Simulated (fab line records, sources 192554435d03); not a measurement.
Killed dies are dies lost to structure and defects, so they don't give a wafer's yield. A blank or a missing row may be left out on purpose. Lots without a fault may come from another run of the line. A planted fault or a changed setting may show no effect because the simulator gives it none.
fab line records | flow n5_finfet | part 2 of 2: steps 21 to 25 of 25
record lots=5 wafers=15 last_day=18
route steps=1938 shown BEOL_M3@959
lots that met no fault: from a run of the same line without faults
start_h: hours from the record's first day to the start of the lot's first wafer shown | wait_h: hours since the lot's step before | " the same as in the row above | L1.1+2: a row that stands for several wafers | - no value, or no start given | * or withheld: withheld | < > ~ a bound
route shown NAME@n: a module of which the file shows steps, and the number in the route of the first | usual: mean/standard deviation of fault-free wafers | same: alike in all rows | chamber/n: place in a boat | sites: the reading at each site | _std_site: their standard deviation | _edge_site: outer sites' mean less inner sites' | radius_mm: how far each site lies from the wafer's centre | mask NAME#n: copy n | behind: the tool/chamber that last shaped the wafer | hold: why the lot was held/for how many hours/how that ended | device: the transistor (n, p or np) that didn't switch | end of line: the same wafers' tests at the end of the route | a step without rows: its recipe alone | killed: dies lost to structure and defects at the first sort, not the wafer's yield | map: a wafer's dies, x killed, . not, _ none there
set.NAME: the setting as run; set.NAME@STEP: as run at that earlier step | model.NAME: the simulator's own value behind a step, which no gauge read
lots at some steps of the route; a table a step, a row a wafer
services: from which hour (start_h, from the record's first day; less than 0 if before it) a tool's chamber was out of use, for how many hours, and why
## steps
# step N5_BEOL_M3_STRIP_36
# recipe chemistry=N2/H2 power_w=450 temp_c=40 pressure_mtorr=20 rf_frequency_hz=6e+07 overash_fraction=0.3 bias_power_w=7 h2_frac=0.5 n2_flow_sccm=200 h2_flow_sccm=200
# usual drypump_motor_current_A=5.53/0.28 h2_flow_sccm=200.0/0.65 oes_product_au=0.76/0.067 rf_vpp_V=59.3/1.5 showerhead_plenum_p_Torr=2.53/0.083 throttle_valve_pct=23.67/0.25
# columns lot.wafer tool chamber start_h wait_h drypump_motor_current_A h2_flow_sccm oes_product_au rf_hours_counter_h rf_vpp_V showerhead_plenum_p_Torr throttle_valve_pct
L075.2 rie_diel-01 2 165.46 0.0 5.70 199.1 0.73 206 56.7 2.52 23.86
L075.3 " 0 " " 5.07 200.0 0.83 69 60.5 2.57 23.66
L075.6 " 2 " " 5.69 199.9 0.72 - 58.8 2.52 23.83
L076.2 rie_diel-01 0 167.28 0.0 5.08 199.7 0.84 69 60.6 2.57 23.69
L076.3 " 1 " " 5.57 199.1 0.72 206 59.0 2.63 23.72
L076.4 " 3 " " 5.65 200.9 0.77 124 61.2 2.46 23.59
L079.1 rie_diel-01 0 181.37 0.0 5.08 199.8 0.83 73 61.5 2.57 23.69
L079.2 " 1 " " 5.60 199.7 0.71 210 59.5 2.63 23.71
L079.5 " 1 " " 5.58 199.9 0.72 - 58.2 2.63 23.71
L088.3 rie_diel-03 0 241.90 0.0 5.55 199.6 0.71 217 57.9 2.50 23.18
L088.4 " 0 " " 5.59 200.4 0.71 - 59.9 2.50 23.20
L088.6 " 1 " " 5.22 200.2 0.77 - 59.2 2.33 23.21
L094.3 rie_diel-03 0 287.31 0.0 5.57 200.4 0.69 235 58.0 2.50 23.20
L094.5 " 0 " " 5.55 200.0 0.69 - 56.1 2.50 23.21
L094.6 " 1 " " 5.25 200.3 0.75 - 59.0 2.32 23.20
# step N5_BEOL_M3_TRENCH_ETCH_37
# recipe chemistry=C4F6/O2 target_depth_a=555.55 target=SiOC time_s=29.2 ion_energy_ev=250 pressure_mtorr=30 source_w=355 bias_w=185 Ar_flow_sccm=300 C4F6_flow_sccm=10 O2_flow_sccm=10
# usual drypump_motor_current_A=5.53/0.28 mfc_ar_sccm=300.1/0.91 oes_ar_750_au=0.76/0.062 oes_product_au=0.76/0.067 rf_vpp_V=667/6.4 showerhead_plenum_p_Torr=2.83/0.083 throttle_valve_pct=20.84/0.23
# columns lot.wafer tool chamber start_h wait_h drypump_motor_current_A mfc_ar_sccm oes_ar_750_au oes_product_au rf_hours_counter_h rf_vpp_V showerhead_plenum_p_Torr throttle_valve_pct
L075.2 rie_diel-01 2 - - 5.68 301.5 0.71 0.72 206 674 2.83 21.00
L075.3 " 0 " " 5.08 299.3 0.83 0.84 69 672 2.88 21.02
L075.6 " 2 " " 5.67 301.8 0.72 0.72 - 674 2.83 21.03
L076.2 rie_diel-01 0 - - 5.06 299.3 0.83 0.84 69 673 2.88 21.02
L076.3 " 1 " " 5.60 299.6 0.73 0.72 206 666 2.93 20.84
L076.4 " 3 " " 5.68 301.4 0.77 0.78 124 661 2.77 20.60
L079.1 rie_diel-01 0 - - 5.07 300.5 0.83 0.83 73 673 2.88 21.03
L079.2 " 1 " " 5.59 301.2 0.72 0.72 210 667 2.92 20.87
L079.5 " 1 " " 5.58 298.5 0.73 0.72 - 667 2.92 20.85
L088.3 rie_diel-03 0 - - 5.56 299.5 0.73 0.72 217 650 2.82 20.73
L088.4 " 0 " " 5.57 300.1 0.73 0.72 - 649 2.82 20.73
L088.6 " 1 " " 5.23 300.6 0.77 0.77 - 659 2.64 20.66
L094.3 rie_diel-03 0 - - 5.60 302.1 0.71 0.70 235 649 2.81 20.77
L094.5 " 0 " " 5.61 300.8 0.72 0.70 - 651 2.81 20.76
L094.6 " 1 " " 5.22 300.9 0.75 0.75 - 660 2.63 20.68
# step N5_BEOL_M3_ETCH_41
# recipe chemistry=CH3F/O2 target=SiCN target_depth_a=299 taper_deg=2 time_s=52.5 ion_energy_ev=120 mask_material=TiN pressure_mtorr=30 source_w=395 bias_w=75 Ar_flow_sccm=150 CH3F_flow_sccm=30 O2_flow_sccm=20
# usual drypump_motor_current_A=5.52/0.28 mfc_ar_sccm=149.9/0.46 oes_product_au=0.76/0.067 rf_vpp_V=297.1/1.5 showerhead_plenum_p_Torr=1.99/0.061 throttle_valve_pct=16.32/0.23
# columns lot.wafer tool chamber start_h wait_h drypump_motor_current_A mfc_ar_sccm oes_product_au rf_hours_counter_h rf_vpp_V showerhead_plenum_p_Torr throttle_valve_pct
L075.2 rie_diel-01 2 - - 5.69 150.2 0.72 206 296.8 1.99 16.51
L075.3 " 0 " " 5.07 149.8 0.84 69 298.6 2.03 16.43
L075.6 " 2 " " 5.69 150.4 0.72 - 298.2 1.99 16.50
L076.2 rie_diel-01 0 - - 5.06 150.3 0.83 69 297.4 2.03 16.41
L076.3 " 1 " " 5.60 150.3 0.72 206 297.1 2.06 16.37
L076.4 " 3 " " 5.65 150.2 0.78 124 296.4 1.94 16.05
L079.1 rie_diel-01 0 - - 5.07 149.3 0.82 73 298.2 2.03 16.44
L079.2 " 1 " " 5.57 150.2 0.71 210 298.4 2.06 16.38
L079.5 " 1 " " 5.58 149.9 0.72 - 298.8 2.06 16.39
L088.3 rie_diel-03 0 - - 5.56 149.8 0.71 217 298.4 1.98 16.27
L088.4 " 0 " " 5.57 150.0 0.71 - 296.5 1.98 16.26
L088.6 " 1 " " 5.22 150.1 0.76 - 293.6 1.85 16.14
L094.3 rie_diel-03 0 - - 5.57 149.7 0.70 235 298.1 1.97 16.30
L094.5 " 0 " " 5.56 149.8 0.69 - 297.2 1.97 16.29
L094.6 " 1 " " 5.19 150.2 0.75 - 293.3 1.84 16.17
# step N5_BEOL_M3_STRIP_97
# recipe chemistry=N2/H2 time_s=10 power_w=450 temp_c=40 pressure_mtorr=20 rf_frequency_hz=6e+07 bias_power_w=7 n2_flow_sccm=200 h2_flow_sccm=200
# usual drypump_motor_current_A=5.53/0.29 h2_flow_sccm=200.1/0.56 oes_product_au=0.76/0.067 rf_vpp_V=59.1/0.94 showerhead_plenum_p_Torr=2.53/0.083 throttle_valve_pct=23.67/0.25
# columns lot.wafer tool chamber start_h wait_h drypump_motor_current_A h2_flow_sccm oes_product_au rf_hours_counter_h rf_vpp_V showerhead_plenum_p_Torr throttle_valve_pct
L075.2 rie_diel-01 2 - - 5.69 200.5 0.72 206 59.2 2.52 23.84
L075.3 " 0 " " 5.09 199.6 0.84 69 58.3 2.57 23.70
L075.6 " 2 " " 5.68 200.5 0.73 - 60.5 2.52 23.83
L076.2 rie_diel-01 0 - - 5.07 199.8 0.84 69 59.4 2.57 23.70
L076.3 " 1 " " 5.58 199.2 0.72 206 60.2 2.63 23.69
L076.4 " 3 " " 5.67 199.6 0.77 124 59.7 2.46 23.58
L079.1 rie_diel-01 0 - - 5.07 199.4 0.83 73 57.9 2.57 23.70
L079.2 " 1 " " 5.58 199.5 0.72 210 58.8 2.63 23.70
L079.5 " 1 " " 5.57 199.5 0.72 - 59.1 2.63 23.72
L088.3 rie_diel-03 0 - - 5.58 199.5 0.70 217 58.6 2.50 23.21
L088.4 " 0 " " 5.58 199.6 0.71 - 60.6 2.50 23.18
L088.6 " 1 " " 5.24 200.6 0.76 - 57.9 2.33 23.20
L094.3 rie_diel-03 0 - - 5.59 200.5 0.70 235 58.3 2.50 23.18
L094.5 " 0 " " 5.57 200.2 0.70 - 59.3 2.50 23.20
L094.6 " 1 " " 5.21 200.0 0.75 - 57.2 2.32 23.23
# step N5_BEOL_M3_OCD_MEAS_38
# usual trench_depth_nm=55.6/0.92
# columns lot.wafer tool chamber start_h wait_h trench_depth_nm
L075.2 ocd-02 - 165.66 - 56.2
L075.3 " - " " 56.6
L075.6 " - " " 55.4
L076.2 ocd-02 - 167.47 - 56.7
L076.3 " - " " 55.9
L076.4 " - " " 56.9
L079.1 ocd-02 - 181.57 - 56.2
L079.2 " - " " 55.5
L079.5 " - " " 55.4
L088.3 ocd-01 - 242.09 - 54.1
L088.4 " - " " 54.2
L088.6 " - " " 55.9
L094.3 ocd-02 - 287.51 - 54.2
L094.5 " - " " 53.9
L094.6 " - " " 54.9
## services
# columns tool chamber start_h hours kind
rie_diel-01 0 135.30 1.6 repair
ald_sin-03 2 138.47 10.7 repair
euv_scanner-02 - 146.36 4.6 pm
rie_diel-06 2 146.56 6.0 repair
rie_diel-03 2 152.31 9.3 repair
euv_scanner-02 - 152.76 5.8 pm
ald_sin-02 - 166.41 0.8 pm
euv_scanner-02 - 171.06 1.0 pm
rie_diel-03 1 174.66 6.3 repair
euv_scanner-01 - 176.19 1.0 pm
ald_sin-03 - 177.34 14.0 pm
euv_scanner-01 - 184.12 0.2 repair
ald_sin-04 3 188.83 10.3 repair
rie_diel-01 0 210.39 10.2 repair
euv_scanner-01 - 218.54 4.6 pm
ald_sin-02 1 223.34 16.5 repair
ald_sin-04 - 223.41 1.2 repair
ald_sin-02 2 228.06 3.2 repair
euv_scanner-02 - 228.92 1.0 pm
euv_scanner-01 - 232.30 1.0 pm
rie_diel-03 2 241.27 5.7 repair
rie_diel-03 3 244.60 9.1 repair
rie_diel-06 2 269.26 3.9 repair
rie_diel-01 0 275.92 17.7 repair
